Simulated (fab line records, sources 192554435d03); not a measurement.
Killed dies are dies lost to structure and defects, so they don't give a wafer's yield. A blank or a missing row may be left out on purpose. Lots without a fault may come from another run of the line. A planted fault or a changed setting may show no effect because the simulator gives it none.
Split-lot experiment | flow n5_finfet | 7 lots, 21 wafers read, on a route of 1938 steps

THE SPLIT
At N5_SD_EPI_P_EPI_21 (deposits SiGe:B, time 355 s), the setting temp_c was moved away from the recipe's 550 C on 10 of the 21 wafers read, by -0.7% to +0.4%. The other wafers ran this setting at the recipe's value.

FROM THE SPLIT TO THE READING: what the file shows between them, 3 steps
- N5_SD_EPI_P_HM_STRIP_48: strips SiNx in H3PO4, material SiNx, target depth 3 nm
- N5_SD_ACTIVATION_RTA_00: time 0 s
- N5_SD_ACTIVATION_LSA_01: time 0.0008 s

THE READING
RS_SD_P, in ohm/sq, at N5_SD_ACTIVATION_RS_MEAS_03 (measures by four-point-probe). Fault-free wafers of this fab line usually give 56.1 ohm/sq, standard deviation 0.88 ohm/sq.

wafer  | tool, chamber at the split | temp_c as run, C | against the recipe | RS_SD_P, ohm/sq | against lot-mates on the recipe
L074.1 | epi_rpcvd-03, 0            | 550              | recipe             | 56.0            | -
L074.3 | epi_rpcvd-03, 0            | 552.3            | +0.4%              | 53.1            | -2.9
L074.4 | epi_rpcvd-03, 0            | 552.3            | +0.4%              | 52.9            | -3.1
L081.4 | epi_rpcvd-01, 0            | 550              | recipe             | 55.7            | -
L081.5 | epi_rpcvd-01, 0            | 550              | recipe             | 56.5            | -
L081.6 | epi_rpcvd-01, 0            | 548.3            | -0.3%              | 58.2            | +2.1
L084.1 | epi_rpcvd-01, 0            | 550              | recipe             | 57.0            | -
L084.2 | epi_rpcvd-01, 0            | 547.1            | -0.5%              | 60.9            | +3.9
L084.6 | epi_rpcvd-01, 0            | 547.1            | -0.5%              | 60.8            | +3.8
L086.3 | epi_rpcvd-02, 0            | 550              | recipe             | 57.2            | -
L086.4 | epi_rpcvd-02, 0            | 546.7            | -0.6%              | 61.3            | +4.1
L086.5 | epi_rpcvd-02, 0            | 546.7            | -0.6%              | 61.5            | +4.3
L089.2 | epi_rpcvd-01, 0            | 550              | recipe             | 57.3            | -
L089.3 | epi_rpcvd-01, 0            | 546.4            | -0.7%              | 62.2            | +5.3
L089.6 | epi_rpcvd-01, 0            | 550              | recipe             | 56.5            | -
L090.2 | epi_rpcvd-01, 0            | 550              | recipe             | 55.6            | -
L090.3 | epi_rpcvd-01, 0            | 550              | recipe             | 55.8            | -
L090.5 | epi_rpcvd-01, 0            | 550              | recipe             | 56.2            | -
L091.3 | epi_rpcvd-01, 0            | 548.2            | -0.3%              | 59.4            | +3.4
L091.4 | epi_rpcvd-01, 0            | 550              | recipe             | 56.0            | -
L091.6 | epi_rpcvd-01, 0            | 548.2            | -0.3%              | 59.6            | +3.6

THE FIT
A straight line over all 21 wafers: RS_SD_P changes by -8.45 ohm/sq for each +1% of temp_c; r = -0.98; the points scatter about the line by 0.5 ohm/sq.
The same after taking each lot's own level away (the mean of its wafers on the recipe; 21 wafers): -7.52 ohm/sq for each +1%; r = -0.98; scatter 0.42 ohm/sq.
On that fit, the largest move of temp_c shifts the reading by 4.9 ohm/sq.
The lots' own levels span 55.87 to 57.20 ohm/sq, that is 1.5 times the standard deviation above.
So the lot-to-lot level changes the slope: the two fits differ.
Check: with one of the wafers moved furthest among these (-0.7%) left out of the fit, the line predicts +4.93 ohm/sq for it against its lot-mates. It came out at +5.3 ohm/sq against them.

OTHER SPLITS ON THESE WAFERS
These wafers also went through other splits before the reading. Each is held against what the fit with the lots' levels taken away leaves over:
other split on the same wafers            | wafers away from the commonest value | r with RS_SD_P (lot level and that fit taken away)
N5_ZERO_LAYER_EXPOSE_08 dose_mj           | 9                                    | +0.07
N5_WELL_APT_COAT_02 spin_rpm              | 6                                    | -0.07
N5_PMOS_HMC_CHANNEL_EPI_PEB_07 peb_temp_c | 9                                    | -0.55
N5_FIN_SAQP_PEB_14 peb_time_s             | 7                                    | +0.01
N5_SPACER0_ALD_00 ald_cycles              | 7                                    | +0.05
N5_SD_EPI_N_COAT_33 spin_rpm              | 8                                    | +0.05

THE WHOLE CHAIN: every reading that the file lists as answering this split, in the file's order
step                        | what it does                 | reading                                                                           | change (the file's fit)              | r (the file's)
N5_SD_EPI_P_EPI_21          | deposits SiGe:B, time 355 s  | SiGe-B_of_SD_EPI_P_EPI_21.thk_nm (the simulator's own value, which no gauge read) | +6.96 nm for each +1% of the setting | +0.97
N5_SD_ACTIVATION_RS_MEAS_03 | measures by four-point-probe | RS_SD_P                                                                           | -7.69 for each +1% of the setting    | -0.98

THE FILE'S OWN FIT
RS_SD_P changes by -7.69 ohm/sq for each +1% of temp_c, r = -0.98.
